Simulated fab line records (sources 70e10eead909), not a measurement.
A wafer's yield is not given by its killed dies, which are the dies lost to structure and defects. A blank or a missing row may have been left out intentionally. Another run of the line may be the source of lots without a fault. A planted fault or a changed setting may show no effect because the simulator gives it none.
A struck lot beside a sound one	flow nandHarc	15 steps out of a route of 1159
Sound: these wafers, L406.2, L406.3, L406.5. Wafers struck: L401.2, L401.3, L401.5. The cause is named last.
Per side, at each step with rows, come the tool, then ch with its chambers, and then its first start. Under that, the readings that differ: sound wafers	struck wafers	difference of the means	sigmas: that difference in standard deviations of wafers without a fault.
alike: words and numbers the same on both sides, and readings whose means are apart by under 2 such deviations; not compared: readings that were withheld, readings missing a value for some wafer, numbers with overlapping values and no deviation given by the record, and bounds like >300 which may hide the same value.
A row with sigmas, a row that says differs or no value, or rows on one side alone: a step with any of these is where the two part. When numbers do not overlap yet have no deviation, they are printed without sigmas and do not part them. A reading that every wafer of one side lacks parts them only if that side has two wafers or more.

first, 4 steps without rows for these wafers: NHARC_P_GATE_EBR_22; NHARC_P_GATE_EXPOSE_23 (exposes mask P GATE, target cd 120 nm); NHARC_P_GATE_PEB_24 (peb time 65 s); NHARC_P_GATE_DEVELOP_25 (develop time 35 s).
NHARC_P_GATE_CD_MEAS_26: the cd target is 120 nm.
  sound on cdSem-02 ch 0, day 9 00:17; struck on cdSem-03 ch 0, day 7 23:56
  alike: cdNm
NHARC_P_GATE_OVL_MEAS_27:
  struck on overlay-02, day 8 00:02; sound on overlay-01, day 9 00:22
  alike: overlayXNm, overlayYNm
NHARC_P_GATE_INSPECT_28:
  struck on defectInspect-02, day 8 00:04; sound on defectInspect-02, day 9 00:24
  alike: rawDefectCount
NHARC_P_GATE_DESCUM_31: chemistry O2, time 3 s.
  sound on rieDiel-03 ch 1,2, day 9 00:28; struck on rieDiel-03 ch 0,2,3, day 8 00:10
  alike: drypumpMotorCurrentA, oesProductAu, rfVppV, showerheadPlenumPTorr, throttleValvePct
  not compared: rfHoursCounterH
NHARC_P_GATE_ETCH_104: etches the open film in CF4/CHF3, target depth 60 nm.
  sound on rieDiel-03 ch 0,1,2, day 9 00:45; struck on rieDiel-03 ch 0,1,3, day 8 00:25
  alike: biasW, cf4FlowSccm, drypumpMotorCurrentA, oesProductAu, rfVppV, showerheadPlenumPTorr, throttleValvePct
NHARC_P_GATE_HM_OPEN_105: chemistry O2/COS, target depth 360 nm.
  sound on rieDiel-03 ch 1,2,3; struck on rieDiel-03 ch 1,2,3
  alike: drypumpMotorCurrentA, oesProductAu, rfVppV, showerheadPlenumPTorr, throttleValvePct
  not compared: rfHoursCounterH
then, 1 step without rows for these wafers: NHARC_P_GATE_STRIP_106 (strips in O2/COS).
NHARC_P_GATE_ETCH_114: etches the open film in CF4/O2, target depth 30 nm, overetch 3 nm, time 16.5 s.
  sound on rieDiel-03 ch 0,1,3; struck on rieDiel-03 ch 0,1
  alike: biasW, cf4FlowSccm, drypumpMotorCurrentA, oesProductAu, rfVppV, showerheadPlenumPTorr, throttleValvePct
  not compared: rfHoursCounterH
NHARC_P_GATE_ETCH_32: etches the open film in HBr/Cl2, target depth 150 nm, time 100.1 s.
  sound on rieSi-05 ch 1,2,3, day 9 01:35; struck on rieSi-03 ch 1,2, day 8 01:05
  no value came back on the struck wafers for any of 5 readings (biasW (W), chamberPressureMTorr (mTorr) and others); on the sound wafers biasW (W) reads 100.28 99.68 99.99
  not compared: rfHoursCounterH
NHARC_P_GATE_STRIP_108: strips in O2.
  sound on rieDiel-03 ch 0,1,2, day 9 01:48; struck on rieDiel-03 ch 2,3, day 8 01:15
  alike: drypumpMotorCurrentA, oesProductAu, rfVppV, showerheadPlenumPTorr, throttleValvePct
  not compared: rfHoursCounterH
-- jump in the record: it breaks off in module P_GATE and resumes in module END (first step shown: number 1159 of the route), and 14 days separate the struck wafers' starts before and after --
NHARC_END_SORT_01:
  only the struck wafers appear in the record here, on prober-02 ch 0 at day 22 04:01; the sound ones have no rows

== WHERE THEY PART ==
At NHARC_P_GATE_ETCH_32 first; at NHARC_END_SORT_01 last (within this record only).

WHY: whatever the simulator had introduced
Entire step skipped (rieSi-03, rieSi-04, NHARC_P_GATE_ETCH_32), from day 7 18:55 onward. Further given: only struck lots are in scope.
